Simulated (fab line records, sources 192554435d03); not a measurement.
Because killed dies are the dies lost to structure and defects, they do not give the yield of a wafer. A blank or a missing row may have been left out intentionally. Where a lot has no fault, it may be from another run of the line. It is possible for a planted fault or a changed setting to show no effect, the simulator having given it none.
Matching of chambers :: flow n5Finfet :: 3 sister chambers for N5_PASSIVATION_PECVD_00 on pecvd-02
The step deposits SiO2 from SiH4/N2O, target thk 200 nm, time 11.2 s. 18 wafers are shown with their chamber, then 9 later ones without.

== WAFERS PAIRED WITH THEIR CHAMBERS ==
wafer: L078.1
chamber: 2
throttleValvePct (%): 46
showerheadPlenumPTorr (Torr): 8.28
heaterPowerW (W): 804

wafer: L078.3
chamber: 1
throttleValvePct (%): 53
showerheadPlenumPTorr (Torr): 8.19
heaterPowerW (W): 793

wafer: L078.6
chamber: 0
throttleValvePct (%): 53
showerheadPlenumPTorr (Torr): 8.31
heaterPowerW (W): 856

wafer: L076.1
chamber: 0
throttleValvePct (%): 52
showerheadPlenumPTorr (Torr): 8.30
heaterPowerW (W): 864

wafer: L076.4
chamber: 2
throttleValvePct (%): 46
showerheadPlenumPTorr (Torr): 8.28
heaterPowerW (W): 757

wafer: L076.5
chamber: 0
throttleValvePct (%): 53
showerheadPlenumPTorr (Torr): 8.31
heaterPowerW (W): 867

wafer: L079.1
chamber: 1
throttleValvePct (%): 53
showerheadPlenumPTorr (Torr): 8.17
heaterPowerW (W): 728

wafer: L079.4
chamber: 0
throttleValvePct (%): 53
showerheadPlenumPTorr (Torr): 8.31
heaterPowerW (W): 928

wafer: L079.6
chamber: 1
throttleValvePct (%): 53
showerheadPlenumPTorr (Torr): 8.19
heaterPowerW (W): 724

wafer: L082.2
chamber: 1
throttleValvePct (%): 54
showerheadPlenumPTorr (Torr): 8.18
heaterPowerW (W): 784

wafer: L082.4
chamber: 1
throttleValvePct (%): 53
showerheadPlenumPTorr (Torr): 8.18
heaterPowerW (W): 809

wafer: L082.5
chamber: 0
throttleValvePct (%): 53
showerheadPlenumPTorr (Torr): 8.30
heaterPowerW (W): 917

wafer: L087.1
chamber: 2
throttleValvePct (%): 46
showerheadPlenumPTorr (Torr): 8.28
heaterPowerW (W): 860

wafer: L087.2
chamber: 1
throttleValvePct (%): 53
showerheadPlenumPTorr (Torr): 8.20
heaterPowerW (W): 733

wafer: L087.4
chamber: 2
throttleValvePct (%): 46
showerheadPlenumPTorr (Torr): 8.30
heaterPowerW (W): 840

wafer: L089.1
chamber: 0
throttleValvePct (%): 53
showerheadPlenumPTorr (Torr): 8.29
heaterPowerW (W): 865

wafer: L089.2
chamber: 1
throttleValvePct (%): 53
showerheadPlenumPTorr (Torr): 8.18
heaterPowerW (W): 720

wafer: L089.6
chamber: 1
throttleValvePct (%): 53
showerheadPlenumPTorr (Torr): 8.19
heaterPowerW (W): 735

SIGNATURES (means of the wafers above)
reading: throttleValvePct
chamber 0: 52.83
chamber 1: 53.12
chamber 2: 46.00
scatter within a chamber: 0.337

reading: showerheadPlenumPTorr
chamber 0: 8.3033
chamber 1: 8.1850
chamber 2: 8.2850
scatter within a chamber: 0.00907

reading: heaterPowerW
chamber 0: 882.83
chamber 1: 753.25
chamber 2: 815.25
scatter within a chamber: 36.5
Rule: for a wafer and a chamber, the distance is found by dividing, reading by reading, the gap between the wafer's reading and the chamber's mean by the reading's scatter, squaring, summing and taking the root. If the next closest chamber is less than 2 further off than the closest, the wafer can't be placed; otherwise it belongs to the closest. The scatter: take each reading less its chamber's mean, square it, sum over the shown wafers, divide by the number of wafers less the number of chambers, and take the root.

== WAFERS WITHOUT THEIR CHAMBER ==
wafer: L086.2
throttleValvePct (%): 53
showerheadPlenumPTorr (Torr): 8.32
heaterPowerW (W): 854

wafer: L086.4
throttleValvePct (%): 53
showerheadPlenumPTorr (Torr): 8.30
heaterPowerW (W): 911

wafer: L086.6
throttleValvePct (%): 46
showerheadPlenumPTorr (Torr): 8.28
heaterPowerW (W): 823

wafer: L091.1
throttleValvePct (%): 53
showerheadPlenumPTorr (Torr): 8.32
heaterPowerW (W): 904

wafer: L091.4
throttleValvePct (%): 53
showerheadPlenumPTorr (Torr): 8.18
heaterPowerW (W): 820

wafer: L091.5
throttleValvePct (%): 53
showerheadPlenumPTorr (Torr): 8.31
heaterPowerW (W): 924

wafer: L097.1
throttleValvePct (%): 54
showerheadPlenumPTorr (Torr): 8.17
heaterPowerW (W): 702

wafer: L097.4
throttleValvePct (%): 46
showerheadPlenumPTorr (Torr): 8.29
heaterPowerW (W): 836

wafer: L097.6
throttleValvePct (%): 53
showerheadPlenumPTorr (Torr): 8.17
heaterPowerW (W): 707

== EACH ONE'S CHAMBER ==
wafer: L086.2
from the rows above: 0
in truth: 0

wafer: L086.4
from the rows above: 0
in truth: 0

wafer: L086.6
from the rows above: 2
in truth: 2

wafer: L091.1
from the rows above: 0
in truth: 0

wafer: L091.4
from the rows above: 1
in truth: 1

wafer: L091.5
from the rows above: 0
in truth: 0

wafer: L097.1
from the rows above: 1
in truth: 1

wafer: L097.4
from the rows above: 2
in truth: 2

wafer: L097.6
from the rows above: 1
in truth: 1
Correctly placed: 9 of 9. Not placeable from these rows: 0. Placed wrongly: 0.
